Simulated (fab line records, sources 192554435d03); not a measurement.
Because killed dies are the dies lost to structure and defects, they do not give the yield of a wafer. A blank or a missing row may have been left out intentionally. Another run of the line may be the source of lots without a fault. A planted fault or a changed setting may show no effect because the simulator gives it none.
Which tool is to blame? / flow n5 finfet / Sampling: 8 lots, 24 wafers, 6 of 1938 route steps

== WHAT THE GAUGES SHOWED, per wafer ==
N5_BEOL_M4_RC_MEAS_101. Usual: DIBL_N 36.5 mV/V, standard deviation 2; DIBL_P 36.5 mV/V, standard deviation 2.3; IOFF_N 0.16 nA/um, standard deviation 0.036; IOFF_P 0.21 nA/um, standard deviation 0.037; ION_N 672 uA/um, standard deviation 12; ION_P 459 uA/um, standard deviation 7.1; SS_N 71.6 mV/dec, standard deviation 0.73; SS_P 73.4 mV/dec, standard deviation 0.76; VT_N 250 mV, standard deviation 3.3; VT_P -250.5 mV, standard deviation 2.9.
lot=L743; measured=day 9 02:56; on=prober-01; DIBL_N (mV/V)=32.9 36.0 31.2; DIBL_P (mV/V)=33.3 36.4 31.0; IOFF_N (nA/um)=0.11 0.15 0.10; IOFF_P (nA/um)=0.17 0.21 0.14; ION_N (uA/um)=671 682 672; ION_P (uA/um)=465 468 465; SS_N (mV/dec)=70.6 70.7 69.7; SS_P (mV/dec)=72.2 73.5 72.0; VT_N (mV)=253 249 257; VT_P (mV)=-255.8 -247.8 -254.7; flag=
lot=L742; measured=day 9 07:25; on=prober-01; DIBL_N (mV/V)=40.0 40.9 35.9; DIBL_P (mV/V)=39.5 41.1 34.9; IOFF_N (nA/um)=0.23 0.25 0.14; IOFF_P (nA/um)=0.28 0.32 0.19; ION_N (uA/um)=695 679 657; ION_P (uA/um)=472 457 451; SS_N (mV/dec)=72.2 72.4 71.0; SS_P (mV/dec)=74.4 74.7 73.1; VT_N (mV)=246 245 251; VT_P (mV)=-246.4 -248.5 -251.8; flag=
lot=L744; measured=day 9 09:58; on=prober-02; DIBL_N (mV/V)=37.3 36.1 35.4; DIBL_P (mV/V)=35.9 35.1 33.9; IOFF_N (nA/um)=0.20 0.18 0.17; IOFF_P (nA/um)=0.24 0.24 0.21; ION_N (uA/um)=665 679 689; ION_P (uA/um)=450 467 470; SS_N (mV/dec)=71.8 71.3 71.3; SS_P (mV/dec)=73.2 73.1 73.8; VT_N (mV)=244 249 246; VT_P (mV)=-250.3 -250.9 -248.8; flag=
lot=L749; measured=day 11 20:26; on=prober-02; DIBL_N (mV/V)=36.6 37.1 34.2; DIBL_P (mV/V)=37.2 38.2 34.3; IOFF_N (nA/um)=0.17 0.18 0.12; IOFF_P (nA/um)=0.23 0.26 0.18; ION_N (uA/um)=676 684 663; ION_P (uA/um)=463 472 460; SS_N (mV/dec)=71.1 71.7 70.6; SS_P (mV/dec)=73.9 74.3 72.4; VT_N (mV)=250 246 255; VT_P (mV)=-246.2 -246.0 -249.6; flag=
lot=L754; measured=day 11 22:42; on=prober-02; DIBL_N (mV/V)=37.0 37.3 39.1; DIBL_P (mV/V)=35.9 34.9 38.0; IOFF_N (nA/um)=0.15 0.14 0.19; IOFF_P (nA/um)=0.20 0.19 0.25; ION_N (uA/um)=671 645 681; ION_P (uA/um)=459 444 464; SS_N (mV/dec)=72.1 71.8 71.4; SS_P (mV/dec)=73.0 72.9 73.8; VT_N (mV)=251 253 249; VT_P (mV)=-251.3 -251.0 -246.2; flag=
lot=L755; measured=day 12 16:20; on=prober-01; DIBL_N (mV/V)=36.3 36.5 36.8; DIBL_P (mV/V)=34.2 35.2 35.0; IOFF_N (nA/um)=0.15 0.15 0.15; IOFF_P (nA/um)=0.18 0.19 0.19; ION_N (uA/um)=670 683 663; ION_P (uA/um)=454 465 453; SS_N (mV/dec)=71.7 71.3 72.0; SS_P (mV/dec)=73.4 73.0 73.7; VT_N (mV)=251 248 254; VT_P (mV)=-254.5 -249.9 -252.3; flag=
lot=L759; measured=day 13 09:34; on=prober-01; DIBL_N (mV/V)=39.5 36.8 34.2; DIBL_P (mV/V)=41.0 37.8 34.2; IOFF_N (nA/um)=0.23 0.18 0.12; IOFF_P (nA/um)=0.29 0.24 0.17; ION_N (uA/um)=697 688 664; ION_P (uA/um)=475 464 459; SS_N (mV/dec)=71.6 71.4 71.0; SS_P (mV/dec)=74.7 73.5 72.8; VT_N (mV)=243 246 254; VT_P (mV)=-246.4 -246.8 -250.7; flag=
lot=L758; measured=day 13 10:04; on=prober-02; DIBL_N (mV/V)=36.7 38.1 38.2; DIBL_P (mV/V)=36.8 38.8 38.9; IOFF_N (nA/um)=0.15 0.17 0.17; IOFF_P (nA/um)=0.20 0.22 0.23; ION_N (uA/um)=670 671 678; ION_P (uA/um)=454 458 458; SS_N (mV/dec)=71.4 71.5 72.2; SS_P (mV/dec)=73.5 73.9 73.0; VT_N (mV)=253 248 249; VT_P (mV)=-255.1 -251.8 -251.8; flag=

N5_BEOL_M15_RC_MEAS_101. Usual: COMB_M10 1.41e-11 S/m, standard deviation 2.8e-12; COMB_M11 1.5e-11 S/m, standard deviation 3.1e-12; COMB_M12 6.2e-12 S/m, standard deviation 1.3e-12; COMB_M13 4.5e-12 S/m, standard deviation 9.7e-13; COMB_M14 3.4e-12 S/m, standard deviation 7.4e-13; COMB_M15 2.2e-12 S/m, standard deviation 5.7e-13; COMB_M5 3.6e-11 S/m, standard deviation 7.8e-12; COMB_M6 2.5e-11 S/m, standard deviation 5.7e-12; COMB_M7 2.5e-11 S/m, standard deviation 5.1e-12; COMB_M8 2.6e-11 S/m, standard deviation 5.4e-12; COMB_M9 1.5e-11 S/m, standard deviation 3.4e-12; SERP_M10 3.11 ohm/um, standard deviation 0.098; SERP_M11 3.10 ohm/um, standard deviation 0.1; SERP_M11_max_site 3.19 ohm/um, standard deviation 0.097; SERP_M12 0.646 ohm/um, standard deviation 0.02; SERP_M13 0.311 ohm/um, standard deviation 0.0067; SERP_M14 0.161 ohm/um, standard deviation 0.0043; SERP_M14_max_site 0.163 ohm/um, standard deviation 0.0044; SERP_M5 39.6 ohm/um, standard deviation 1.7; SERP_M6 13.9 ohm/um, standard deviation 0.63; SERP_M7 13.9 ohm/um, standard deviation 0.58; SERP_M8 13.9 ohm/um, standard deviation 0.58; SERP_M9 3.09 ohm/um, standard deviation 0.08.
lot=L743; measured=day 13 12:58; on=prober-02; COMB_M10 (S/m)=1.16e-11 1.24e-11 1.81e-11; COMB_M11 (S/m)=1.4e-11 1.4e-11 1.4e-11; COMB_M12 (S/m)=5.2e-12 4.6e-12 5.1e-12; COMB_M13 (S/m)=3.5e-12 4.7e-12 3.6e-12; COMB_M14 (S/m)=4e-12 4e-12 2.8e-12; COMB_M15 (S/m)=2e-12 2.2e-12 2e-12; COMB_M5 (S/m)=3.5e-11 3.3e-11 3.1e-11; COMB_M6 (S/m)=1.8e-11 2e-11 2.5e-11; COMB_M7 (S/m)=3.2e-11 2.5e-11 2.7e-11; COMB_M8 (S/m)=1.8e-11 3.1e-11 2.5e-11; COMB_M9 (S/m)=1.2e-11 1.1e-11 1.6e-11; SERP_M10 (ohm/um)=3.27 3.00 3.25; SERP_M11 (ohm/um)=3.06 3.25 3.22; SERP_M11_max_site (ohm/um)=~7142.9 ~7142.9 3.30; SERP_M12 (ohm/um)=0.676 0.657 0.631; SERP_M13 (ohm/um)=0.319 0.311 0.318; SERP_M14 (ohm/um)=0.162 0.161 0.164; SERP_M14_max_site (ohm/um)=0.164 0.162 0.165; SERP_M5 (ohm/um)=39.1 40.4 39.1; SERP_M6 (ohm/um)=14.3 13.6 14.1; SERP_M7 (ohm/um)=14.3 13.7 14.2; SERP_M8 (ohm/um)=14.0 13.8 14.5; SERP_M9 (ohm/um)=3.14 3.09 3.07; flag=
lot=L742; measured=day 13 12:30; on=prober-01; COMB_M10 (S/m)=1.3e-11 1.7e-11 1.45e-11; COMB_M11 (S/m)=1.7e-11 1.4e-11 1.8e-11; COMB_M12 (S/m)=9.5e-12 7e-12 5.2e-12; COMB_M13 (S/m)=4.6e-12 4.7e-12 4e-12; COMB_M14 (S/m)=4.1e-12 2.8e-12 4.3e-12; COMB_M15 (S/m)=1.8e-12 2.4e-12 2.1e-12; COMB_M5 (S/m)=4.2e-11 3.7e-11 4.2e-11; COMB_M6 (S/m)=3.3e-11 2.9e-11 2.3e-11; COMB_M7 (S/m)=3.3e-11 3.5e-11 3.2e-11; COMB_M8 (S/m)=2.9e-11 2.2e-11 2.3e-11; COMB_M9 (S/m)=2.1e-11 1.3e-11 1.7e-11; SERP_M10 (ohm/um)=3.13 3.07 3.11; SERP_M11 (ohm/um)=3.21 2.95 2.88; SERP_M11_max_site (ohm/um)=~7142.9 3.17 ~7142.9; SERP_M12 (ohm/um)=0.612 0.649 0.639; SERP_M13 (ohm/um)=0.329 0.306 0.329; SERP_M14 (ohm/um)=0.159 0.165 0.165; SERP_M14_max_site (ohm/um)=0.160 0.167 0.167; SERP_M5 (ohm/um)=38.9 40.1 37.0; SERP_M6 (ohm/um)=13.8 13.2 13.9; SERP_M7 (ohm/um)=14.6 13.5 14.0; SERP_M8 (ohm/um)=14.5 15.3 14.0; SERP_M9 (ohm/um)=3.07 3.05 3.02; flag=
lot=L744; measured=day 13 14:15; on=prober-01; COMB_M10 (S/m)=1.35e-11 1.92e-11 1.53e-11; COMB_M11 (S/m)=1.6e-11 1.6e-11 1.6e-11; COMB_M12 (S/m)=7.1e-12 7.7e-12 6.4e-12; COMB_M13 (S/m)=3.7e-12 4.3e-12 3.9e-12; COMB_M14 (S/m)=4.2e-12 3.4e-12 2.8e-12; COMB_M15 (S/m)=2e-12 2.5e-12 2.4e-12; COMB_M5 (S/m)=2.7e-11 2.5e-11 3e-11; COMB_M6 (S/m)=3e-11 2.5e-11 2.4e-11; COMB_M7 (S/m)=3e-11 3.2e-11 2.9e-11; COMB_M8 (S/m)=1.7e-11 2.6e-11 3.6e-11; COMB_M9 (S/m)=1.2e-11 2e-11 1.1e-11; SERP_M10 (ohm/um)=3.13 3.20 3.17; SERP_M11 (ohm/um)=3.19 2.99 3.04; SERP_M11_max_site (ohm/um)=3.23 3.07 3.12; SERP_M12 (ohm/um)=0.636 0.670 0.651; SERP_M13 (ohm/um)=0.326 0.329 0.305; SERP_M14 (ohm/um)=0.163 0.161 0.166; SERP_M14_max_site (ohm/um)=0.166 0.163 0.167; SERP_M5 (ohm/um)=36.7 37.8 41.2; SERP_M6 (ohm/um)=14.4 13.8 13.6; SERP_M7 (ohm/um)=13.0 14.2 15.3; SERP_M8 (ohm/um)=14.8 14.8 14.1; SERP_M9 (ohm/um)=3.00 2.92 2.96; flag=
lot=L749; measured=day 16 15:40; on=prober-02; COMB_M10 (S/m)=1.26e-11 8.1e-12 1.41e-11; COMB_M11 (S/m)=1.7e-11 1.4e-11 1.4e-11; COMB_M12 (S/m)=4.6e-12 4.4e-12 5e-12; COMB_M13 (S/m)=3.4e-12 4e-12 2.8e-12; COMB_M14 (S/m)=2.9e-12 4e-12 2.8e-12; COMB_M15 (S/m)=1.8e-12 2e-12 1.6e-12; COMB_M5 (S/m)=4e-11 3.1e-11 3.6e-11; COMB_M6 (S/m)=1.8e-11 2.5e-11 1.9e-11; COMB_M7 (S/m)=3.1e-11 2.1e-11 2.2e-11; COMB_M8 (S/m)=2.4e-11 2.4e-11 2.1e-11; COMB_M9 (S/m)=1.5e-11 1.5e-11 1.4e-11; SERP_M10 (ohm/um)=3.06 3.15 3.10; SERP_M11 (ohm/um)=3.05 2.97 3.11; SERP_M11_max_site (ohm/um)=3.12 3.10 3.17; SERP_M12 (ohm/um)=0.627 0.631 0.613; SERP_M13 (ohm/um)=0.310 0.312 0.314; SERP_M14 (ohm/um)=0.165 0.161 0.164; SERP_M14_max_site (ohm/um)=0.167 0.164 0.166; SERP_M5 (ohm/um)=41.2 42.3 40.6; SERP_M6 (ohm/um)=14.0 14.4 13.8; SERP_M7 (ohm/um)=13.2 13.4 13.2; SERP_M8 (ohm/um)=14.0 13.5 14.4; SERP_M9 (ohm/um)=3.06 3.11 3.01; flag=
lot=L754; measured=day 16 10:58; on=prober-01; COMB_M10 (S/m)=1.12e-11 1.14e-11 9.8e-12; COMB_M11 (S/m)=9e-12 1.9e-11 1.3e-11; COMB_M12 (S/m)=6.8e-12 7.6e-12 5.7e-12; COMB_M13 (S/m)=5e-12 6e-12 3.8e-12; COMB_M14 (S/m)=3.1e-12 3.5e-12 3.4e-12; COMB_M15 (S/m)=2.8e-12 2.5e-12 3.3e-12; COMB_M5 (S/m)=4e-11 4e-11 5e-11; COMB_M6 (S/m)=3e-11 2.7e-11 3.9e-11; COMB_M7 (S/m)=2.4e-11 2.6e-11 2.6e-11; COMB_M8 (S/m)=2.7e-11 3.3e-11 3.5e-11; COMB_M9 (S/m)=1.7e-11 1.5e-11 1.3e-11; SERP_M10 (ohm/um)=2.97 3.10 3.08; SERP_M11 (ohm/um)=3.06 2.95 3.06; SERP_M11_max_site (ohm/um)=3.12 3.01 3.16; SERP_M12 (ohm/um)=0.652 0.665 0.618; SERP_M13 (ohm/um)=0.303 0.301 0.298; SERP_M14 (ohm/um)=0.164 0.156 0.157; SERP_M14_max_site (ohm/um)=0.166 0.157 0.159; SERP_M5 (ohm/um)=37.2 37.8 42.9; SERP_M6 (ohm/um)=14.1 13.7 14.0; SERP_M7 (ohm/um)=14.2 13.2 14.1; SERP_M8 (ohm/um)=13.8 14.2 12.8; SERP_M9 (ohm/um)=3.10 3.20 3.07; flag=
lot=L755; measured=day 17 03:31; on=prober-01; COMB_M10 (S/m)=1.56e-11 1.21e-11 1.26e-11; COMB_M11 (S/m)=1.1e-11 1.5e-11 1.1e-11; COMB_M12 (S/m)=5e-12 6.4e-12 6.6e-12; COMB_M13 (S/m)=3.5e-12 4.2e-12 4.3e-12; COMB_M14 (S/m)=3.6e-12 4.2e-12 3.7e-12; COMB_M15 (S/m)=3.3e-12 2.5e-12 2.7e-12; COMB_M5 (S/m)=2.6e-11 5.1e-11 3.6e-11; COMB_M6 (S/m)=2.7e-11 2.4e-11 2.8e-11; COMB_M7 (S/m)=2.9e-11 2.8e-11 1.8e-11; COMB_M8 (S/m)=3.9e-11 2.2e-11 3.8e-11; COMB_M9 (S/m)=1.5e-11 2.2e-11 1.6e-11; SERP_M10 (ohm/um)=2.89 3.07 2.92; SERP_M11 (ohm/um)=3.16 3.39 3.34; SERP_M11_max_site (ohm/um)=3.24 3.48 3.38; SERP_M12 (ohm/um)=0.652 0.664 0.628; SERP_M13 (ohm/um)=0.309 0.305 0.319; SERP_M14 (ohm/um)=0.163 0.158 0.168; SERP_M14_max_site (ohm/um)=0.166 0.159 0.170; SERP_M5 (ohm/um)=37.9 36.1 37.8; SERP_M6 (ohm/um)=14.7 14.8 14.3; SERP_M7 (ohm/um)=13.2 14.6 13.7; SERP_M8 (ohm/um)=15.3 15.3 14.8; SERP_M9 (ohm/um)=3.01 3.06 3.11; flag=
lot=L759; measured=day 17 12:35; on=prober-02; COMB_M10 (S/m)=1.47e-11 1.24e-11 1.47e-11; COMB_M11 (S/m)=1.1e-11 1.6e-11 1.3e-11; COMB_M12 (S/m)=6.2e-12 5e-12 7.4e-12; COMB_M13 (S/m)=5.2e-12 4.5e-12 6.3e-12; COMB_M14 (S/m)=2.6e-12 3.2e-12 2.3e-12; COMB_M15 (S/m)=1.4e-12 2.3e-12 2.4e-12; COMB_M5 (S/m)=2.5e-11 4.8e-11 2.8e-11; COMB_M6 (S/m)=2.1e-11 2.4e-11 2.1e-11; COMB_M7 (S/m)=2.3e-11 2.2e-11 2.3e-11; COMB_M8 (S/m)=1.5e-11 2.1e-11 2.4e-11; COMB_M9 (S/m)=1.5e-11 1.2e-11 9e-12; SERP_M10 (ohm/um)=3.02 2.99 2.95; SERP_M11 (ohm/um)=3.18 2.96 3.19; SERP_M11_max_site (ohm/um)=3.31 3.14 3.24; SERP_M12 (ohm/um)=0.654 0.656 0.637; SERP_M13 (ohm/um)=0.308 0.306 0.319; SERP_M14 (ohm/um)=0.158 0.159 0.158; SERP_M14_max_site (ohm/um)=0.161 0.161 0.158; SERP_M5 (ohm/um)=37.8 40.6 40.0; SERP_M6 (ohm/um)=13.6 14.3 14.0; SERP_M7 (ohm/um)=15.5 13.8 14.5; SERP_M8 (ohm/um)=13.1 13.8 14.1; SERP_M9 (ohm/um)=3.02 3.02 3.12; flag=
lot=L758; measured=day 17 10:31; on=prober-02; COMB_M10 (S/m)=1.51e-11 1.67e-11 1.18e-11; COMB_M11 (S/m)=1.1e-11 1.4e-11 1.2e-11; COMB_M12 (S/m)=6.6e-12 6.7e-12 7.1e-12; COMB_M13 (S/m)=4.1e-12 5.3e-12 4.7e-12; COMB_M14 (S/m)=3.1e-12 1.8e-12 2.5e-12; COMB_M15 (S/m)=2.7e-12 2.2e-12 1.8e-12; COMB_M5 (S/m)=3e-11 3.7e-11 1.7e-11; COMB_M6 (S/m)=2.8e-11 2.4e-11 1.6e-11; COMB_M7 (S/m)=2.5e-11 1.5e-11 2.3e-11; COMB_M8 (S/m)=3.2e-11 3.5e-11 2.3e-11; COMB_M9 (S/m)=1.1e-11 1.3e-11 2.1e-11; SERP_M10 (ohm/um)=3.26 3.02 3.11; SERP_M11 (ohm/um)=3.23 3.19 3.28; SERP_M11_max_site (ohm/um)=3.29 3.28 3.35; SERP_M12 (ohm/um)=0.643 0.637 0.654; SERP_M13 (ohm/um)=0.307 0.309 0.317; SERP_M14 (ohm/um)=0.161 0.163 0.160; SERP_M14_max_site (ohm/um)=0.163 0.165 0.162; SERP_M5 (ohm/um)=38.0 39.7 38.7; SERP_M6 (ohm/um)=12.8 12.8 13.3; SERP_M7 (ohm/um)=14.0 13.6 14.0; SERP_M8 (ohm/um)=13.0 13.1 13.4; SERP_M9 (ohm/um)=3.15 3.11 3.08; flag=

== TOOL THAT RAN EACH LOT (tool first, then ch and the chambers of the sampled wafers, then the start) ==
lot=L743; N5_BEOL_M11_SPUTTER_48=pvd sputter-03, day 11 23:23; N5_BEOL_M15_PRE_CLEAN_42=pvd sputter-01, day 13 08:31; N5_BEOL_M15_SPUTTER_45=pvd sputter-01, day 13 08:43; N5_BEOL_M15_CMP_49=cmp-04 ch 0,3, day 13 12:29
lot=L742; N5_BEOL_M11_SPUTTER_48=pvd sputter-03, day 11 23:18; N5_BEOL_M15_PRE_CLEAN_42=pvd sputter-02, day 13 08:26; N5_BEOL_M15_SPUTTER_45=pvd sputter-02, day 13 08:38; N5_BEOL_M15_CMP_49=cmp-01 ch 1,2,3, day 13 12:02
lot=L744; N5_BEOL_M11_SPUTTER_48=pvd sputter-03, day 11 21:37; N5_BEOL_M15_PRE_CLEAN_42=pvd sputter-01, day 13 08:55; N5_BEOL_M15_SPUTTER_45=pvd sputter-01, day 13 09:07; N5_BEOL_M15_CMP_49=cmp-04 ch 0,2,3, day 13 13:28
lot=L749; N5_BEOL_M11_SPUTTER_48=pvd sputter-02, day 14 20:42; N5_BEOL_M15_PRE_CLEAN_42=pvd sputter-01, day 16 13:27; N5_BEOL_M15_SPUTTER_45=pvd sputter-01, day 16 13:39; N5_BEOL_M15_CMP_49=cmp-02 ch 0,1,2, day 16 14:52
lot=L754; N5_BEOL_M11_SPUTTER_48=pvd sputter-02, day 14 21:53; N5_BEOL_M15_PRE_CLEAN_42=pvd sputter-01, day 16 07:31; N5_BEOL_M15_SPUTTER_45=pvd sputter-01, day 16 07:43; N5_BEOL_M15_CMP_49=cmp-01 ch 1,2,3, day 16 10:29
lot=L755; N5_BEOL_M11_SPUTTER_48=pvd sputter-01, day 15 17:37; N5_BEOL_M15_PRE_CLEAN_42=pvd sputter-03, day 17 01:10; N5_BEOL_M15_SPUTTER_45=pvd sputter-03, day 17 01:22; N5_BEOL_M15_CMP_49=cmp-02 ch 0,1,3, day 17 02:55
lot=L759; N5_BEOL_M11_SPUTTER_48=pvd sputter-03, day 16 06:31; N5_BEOL_M15_PRE_CLEAN_42=pvd sputter-01, day 17 10:40; N5_BEOL_M15_SPUTTER_45=pvd sputter-01, day 17 10:52; N5_BEOL_M15_CMP_49=cmp-01 ch 2,3, day 17 11:38
lot=L758; N5_BEOL_M11_SPUTTER_48=pvd sputter-03, day 16 06:11; N5_BEOL_M15_PRE_CLEAN_42=pvd sputter-02, day 17 08:52; N5_BEOL_M15_SPUTTER_45=pvd sputter-02, day 17 09:04; N5_BEOL_M15_CMP_49=cmp-04 ch 0,2,3, day 17 09:44
- N5_BEOL_M11_SPUTTER_48: material Cu, target thk 12 nm, time 2 s.
- N5_BEOL_M15_PRE_CLEAN_42: time 30 s.
- N5_BEOL_M15_SPUTTER_45: material Cu, target thk 100 nm, time 16.67 s.
- N5_BEOL_M15_CMP_49: polishes, stops on SiO2, t overpolish 4.9 s, target thk 850 nm.

== AS READ BY THE TOOLS THEMSELVES (means over the sampled wafers that have a number; for cases with no such wafer, the mark the record gives instead) ==
N5_BEOL_M11_SPUTTER_48. Usual: 29.9 % for throttle valve pct, sd 0.87.
lot=L743; tool=pvd sputter-03; throttle valve pct (%)=30.7; flag=
lot=L742; tool=pvd sputter-03; throttle valve pct (%)=30.7; flag=
lot=L744; tool=pvd sputter-03; throttle valve pct (%)=30.2; flag=
lot=L749; tool=pvd sputter-02; throttle valve pct (%)=30.4; flag=
lot=L754; tool=pvd sputter-02; throttle valve pct (%)=29.8; flag=
lot=L755; tool=pvd sputter-01; throttle valve pct (%)=28.7; flag=
lot=L759; tool=pvd sputter-03; throttle valve pct (%)=30.8; flag=
lot=L758; tool=pvd sputter-03; throttle valve pct (%)=30.5; flag=

N5_BEOL_M15_PRE_CLEAN_42. Usual: 463 W for heater power w, sd 36.
lot=L743; tool=pvd sputter-01; heater power w (W)=459; flag=
lot=L742; tool=pvd sputter-02; heater power w (W)=485; flag=
lot=L744; tool=pvd sputter-01; heater power w (W)=457; flag=
lot=L749; tool=pvd sputter-01; heater power w (W)=476; flag=
lot=L754; tool=pvd sputter-01; heater power w (W)=467; flag=
lot=L755; tool=pvd sputter-03; heater power w (W)=437; flag=
lot=L759; tool=pvd sputter-01; heater power w (W)=446; flag=
lot=L758; tool=pvd sputter-02; heater power w (W)=492; flag=

N5_BEOL_M15_SPUTTER_45. Usual: 29.9 % for throttle valve pct, sd 0.88.
lot=L743; tool=pvd sputter-01; throttle valve pct (%)=29.2; flag=
lot=L742; tool=pvd sputter-02; throttle valve pct (%)=29.7; flag=
lot=L744; tool=pvd sputter-01; throttle valve pct (%)=29.2; flag=
lot=L749; tool=pvd sputter-01; throttle valve pct (%)=28.5; flag=
lot=L754; tool=pvd sputter-01; throttle valve pct (%)=28.9; flag=
lot=L755; tool=pvd sputter-03; throttle valve pct (%)=30.5; flag=
lot=L759; tool=pvd sputter-01; throttle valve pct (%)=29.8; flag=
lot=L758; tool=pvd sputter-02; throttle valve pct (%)=29.8; flag=

N5_BEOL_M15_CMP_49. Usual: barrier field endpoint s 11.3 s, standard deviation 0.31; motor current A 8.3 A, standard deviation 0.87; overpolish run s 4.900 s, standard deviation 0.0096.
lot=L743; tool=cmp-04; barrier field endpoint s (s)=11.2; motor current A (A)=9.1; overpolish run s (s)=4.902; flag=
lot=L742; tool=cmp-01; barrier field endpoint s (s)=11.2; motor current A (A)=8.7; overpolish run s (s)=4.895; flag=
lot=L744; tool=cmp-04; barrier field endpoint s (s)=11.6; motor current A (A)=9.0; overpolish run s (s)=4.896; flag=
lot=L749; tool=cmp-02; barrier field endpoint s (s)=11.6; motor current A (A)=7.1; overpolish run s (s)=4.901; flag=
lot=L754; tool=cmp-01; barrier field endpoint s (s)=11.1; motor current A (A)=8.6; overpolish run s (s)=4.902; flag=
lot=L755; tool=cmp-02; barrier field endpoint s (s)=11.5; motor current A (A)=7.1; overpolish run s (s)=4.907; flag=
lot=L759; tool=cmp-01; barrier field endpoint s (s)=10.9; motor current A (A)=8.9; overpolish run s (s)=4.902; flag=
lot=L758; tool=cmp-04; barrier field endpoint s (s)=11.5; motor current A (A)=8.8; overpolish run s (s)=4.904; flag=

== THE ANSWER, worked out from the rows above alone ==
Rule: take the mean of a lot's wafers that have a number; if it is more than 3 standard deviations from the usual mean, the lot is off. Also off: a lot with no number at a reading for which 4 or more lots have one. The other lots that the step has rows for count as sound. After the gauges, taken in route order, come the tools' own readings; for these a lot's mean is taken, as printed above. At the first step where some lot is off, the reading lying furthest off is the one used; lots without a number count as furthest.
None of the lots is off at any reading shown; this tells nothing.

== WHAT THE SIMULATOR PUT IN ==
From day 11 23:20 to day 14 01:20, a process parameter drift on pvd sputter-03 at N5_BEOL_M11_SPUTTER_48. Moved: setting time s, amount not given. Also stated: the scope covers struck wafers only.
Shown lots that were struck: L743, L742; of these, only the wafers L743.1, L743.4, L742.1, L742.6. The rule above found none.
